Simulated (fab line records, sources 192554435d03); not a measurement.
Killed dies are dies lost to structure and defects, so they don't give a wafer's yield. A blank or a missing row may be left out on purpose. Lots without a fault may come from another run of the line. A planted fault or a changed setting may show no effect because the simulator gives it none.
Chamber matching | flow n5_finfet | N5_BEOL_M15_ETCH_59 on rie_diel-05: 4 sister chambers
The step etches BARC in N2/H2, target depth 89 nm, overetch 26.7 nm, time 67.9 s. 22 wafers are shown with their chamber, then 11 later ones without.

WAFERS WITH THEIR CHAMBER
wafer  | chamber | drypump_motor_current_A (A) | showerhead_plenum_p_Torr (Torr) | throttle_valve_pct (%)
L076.3 | 1       | 5.4                         | 2.67                            | 17.52
L076.4 | 0       | 5.6                         | 2.49                            | 17.70
L076.5 | 1       | 5.4                         | 2.67                            | 17.54
L075.2 | 2       | 5.6                         | 2.70                            | 17.53
L075.4 | 0       | 5.6                         | 2.49                            | 17.70
L075.5 | 1       | 5.4                         | 2.67                            | 17.52
L077.1 | 1       | 5.5                         | 2.67                            | 17.54
L077.5 | 1       | 5.4                         | 2.67                            | 17.55
L077.6 | 2       | 5.6                         | 2.70                            | 17.54
L086.2 | 2       | 5.6                         | 2.69                            | 17.59
L086.3 | 1       | 5.4                         | 2.66                            | 17.58
L086.5 | 2       | 5.6                         | 2.69                            | 17.59
L087.1 | 1       | 5.4                         | 2.66                            | 17.57
L087.2 | 0       | 5.6                         | 2.48                            | 17.74
L087.5 | 0       | 5.6                         | 2.48                            | 17.75
L090.1 | 1       | 5.4                         | 2.66                            | 17.56
L090.2 | 3       | 5.0                         | 2.57                            | 17.38
L090.3 | 0       | 5.6                         | 2.48                            | 17.75
L090.4 | 2       | 5.6                         | 2.68                            | 17.61
L090.5 | 2       | 5.6                         | 2.68                            | 17.58
L090.6 | 1       | 5.4                         | 2.66                            | 17.59
L094.1 | 1       | 5.4                         | 2.66                            | 17.58

SIGNATURES (means of the wafers above)
reading                  | chamber 0 | chamber 1 | chamber 2 | chamber 3 | scatter within a chamber
drypump_motor_current_A  | 5.600     | 5.410     | 5.600     | 5.000     | 0.0224
showerhead_plenum_p_Torr | 2.4840    | 2.6650    | 2.6900    | 2.5700    | 0.00654
throttle_valve_pct       | 17.7280   | 17.5550   | 17.5733   | 17.3800   | 0.0271
Rule: a wafer's distance from a chamber is the root of the sum, over the readings, of the square of ((its reading less the chamber's mean) divided by the reading's scatter). The wafer belongs to the nearest chamber; if the next one is less than 2 further off, it can't be placed. The scatter: the root of (the sum of the squares of (reading less its chamber's mean) over the shown wafers, divided by (wafers less chambers)).

WAFERS WITHOUT THEIR CHAMBER
wafer  | drypump_motor_current_A (A) | showerhead_plenum_p_Torr (Torr) | throttle_valve_pct (%)
L094.2 | 5.6                         | 2.48                            | 17.76
L094.6 | 5.6                         | 2.68                            | 17.60
L093.1 | 5.0                         | 2.57                            | 17.40
L093.2 | 5.4                         | 2.66                            | 17.58
L093.6 | 5.6                         | 2.68                            | 17.60
L095.1 | 5.6                         | 2.68                            | 17.59
L095.2 | 5.4                         | 2.66                            | 17.60
L095.3 | 5.6                         | 2.47                            | 17.78
L095.4 | 5.0                         | 2.56                            | 17.40
L095.5 | 5.0                         | 2.57                            | 17.38
L095.6 | 5.6                         | 2.68                            | 17.62

WHICH CHAMBER EACH WENT THROUGH
wafer  | from the rows above | in truth
L094.2 | 0                   | 0
L094.6 | 2                   | 2
L093.1 | 3                   | 3
L093.2 | 1                   | 1
L093.6 | 2                   | 2
L095.1 | 2                   | 2
L095.2 | 1                   | 1
L095.3 | 0                   | 0
L095.4 | 3                   | 3
L095.5 | 3                   | 3
L095.6 | 2                   | 2
Placed correctly: 11 of 11. Can't be placed from these rows: 0. Placed wrongly: 0.
